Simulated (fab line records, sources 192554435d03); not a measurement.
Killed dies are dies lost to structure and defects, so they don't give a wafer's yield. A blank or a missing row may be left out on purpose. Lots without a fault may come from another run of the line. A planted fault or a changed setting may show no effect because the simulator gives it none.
Chamber matching | flow n5_finfet | N5_SD_EPI_N_ETCH_35 on rie_diel-05: 4 sister chambers
The step etches SOC in N2/H2, overetch 108 nm, time 486 s. 4 wafers are shown with their chamber, then 10 later ones without.

WAFERS WITH THEIR CHAMBER
wafer  | chamber | showerhead_plenum_p_Torr (Torr)
L088.2 | 2       | 2.64
L088.6 | 0       | 2.68
L090.3 | 3       | 2.53
L090.4 | 1       | 2.51

WAFERS WITHOUT THEIR CHAMBER
wafer  | showerhead_plenum_p_Torr (Torr)
L090.6 | 2.51
L093.1 | 2.67
L093.3 | 2.63
L093.4 | 2.53
L095.2 | 2.67
L095.3 | 2.51
L095.5 | 2.63
L096.1 | 2.63
L096.2 | 2.67
L096.5 | 2.67

WHICH CHAMBER EACH WENT THROUGH
wafer  | from the rows above | in truth
L090.6 | 1                   | 1
L093.1 | 0                   | 0
L093.3 | 2                   | 2
L093.4 | 3                   | 3
L095.2 | 0                   | 0
L095.3 | 1                   | 1
L095.5 | 2                   | 2
L096.1 | 2                   | 2
L096.2 | 0                   | 0
L096.5 | 0                   | 0
Placed correctly: 10 of 10. Can't be placed from these rows: 0. Placed wrongly: 0.
How it was worked out, from the rows above alone: a wafer's distance from a chamber is the root of the sum, over the readings, of the square of ((its reading less the chamber's mean) divided by the reading's scatter). The wafer belongs to the nearest chamber; if the next one is less than 2 further off, it can't be placed. A chamber's mean is the mean of its shown wafers. The scatter: with one shown wafer a chamber, the root of the mean of the squares of how far each hidden wafer lies from its nearest shown one.
